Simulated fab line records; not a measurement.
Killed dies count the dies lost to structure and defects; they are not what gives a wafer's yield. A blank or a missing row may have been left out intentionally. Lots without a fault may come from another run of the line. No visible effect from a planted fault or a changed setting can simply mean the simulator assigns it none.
A lot that was struck, set against a sound lot    flow nand harc    15 out of 1302 route steps
Sound: these wafers, L196.4, L196.5, L196.6. Struck: wafers L205.1, L205.3, L205.6. The cause is named last.
Each step with rows lists, per side, the tool, then ch with its chambers, then its first start. Under that, the readings that differ: sound wafers    struck wafers    difference of the means    sigmas: that difference in standard deviations of wafers without a fault.
alike: readings with means less than 2 such deviations apart, plus words and numbers identical on both sides. not compared: withheld readings, readings lacking a value on some wafer, bounds such as >300 that could conceal the same value, and numbers that have no deviation in the record and whose values overlap.
The two part at a step that has a row with sigmas, a row that says differs or no value, or rows on one side only. Numbers that don't overlap but have no deviation are shown without sigmas and don't part them. A reading that every wafer of one side lacks parts them only if that side has two wafers or more.

first, 9 steps without rows for these wafers: NHARC_P_ZERO_WELL_STRIP_15 (strips in SPM, time 900 s); NHARC_P_ZERO_WELL_DEHYDRATE_16 (time 120 s); NHARC_P_ZERO_WELL_HMDS_17 (time 30 s); NHARC_P_ZERO_WELL_COAT_18; NHARC_P_ZERO_WELL_SOFTBAKE_19 (time 95 s); NHARC_P_ZERO_WELL_EBR_20; NHARC_P_ZERO_WELL_EXPOSE_21 (exposes mask P NWELL, target cd 720 nm); NHARC_P_ZERO_WELL_PEB_22 (peb time 85 s); NHARC_P_ZERO_WELL_DEVELOP_23 (time 70 s).
NHARC_P_ZERO_WELL_CD_MEAS_24: target cd 720 nm.
  sound on cd sem-03 ch 0, day 6 02:38; struck on cd sem-03 ch 0, day 9 20:35
  alike: cd nm
then, 1 step without rows for these wafers: NHARC_P_ZERO_WELL_HARDBAKE_25 (time 80 s).
NHARC_P_ZERO_WELL_DESCUM_26: chemistry O2, time 3 s.
  sound on rie diel-05 ch 0,2,3, day 6 02:51; struck on rie diel-05 ch 0,2, day 9 20:46
  alike: drypump motor current A, oes product au, rf vpp V, showerhead plenum p Torr, throttle valve pct
  not compared: rf hours counter h
NHARC_P_ZERO_WELL_IMPLANT_27:
  sound on implanter-02 ch 0, day 6 03:04; struck on implanter-01 ch 0, day 9 21:20
then, 2 steps without rows for these wafers: NHARC_P_ZERO_WELL_IMPLANT_57; NHARC_END_SORT_01.

== WHERE THEY PART ==
Nowhere in this record.

WHY: the cause the simulator had injected
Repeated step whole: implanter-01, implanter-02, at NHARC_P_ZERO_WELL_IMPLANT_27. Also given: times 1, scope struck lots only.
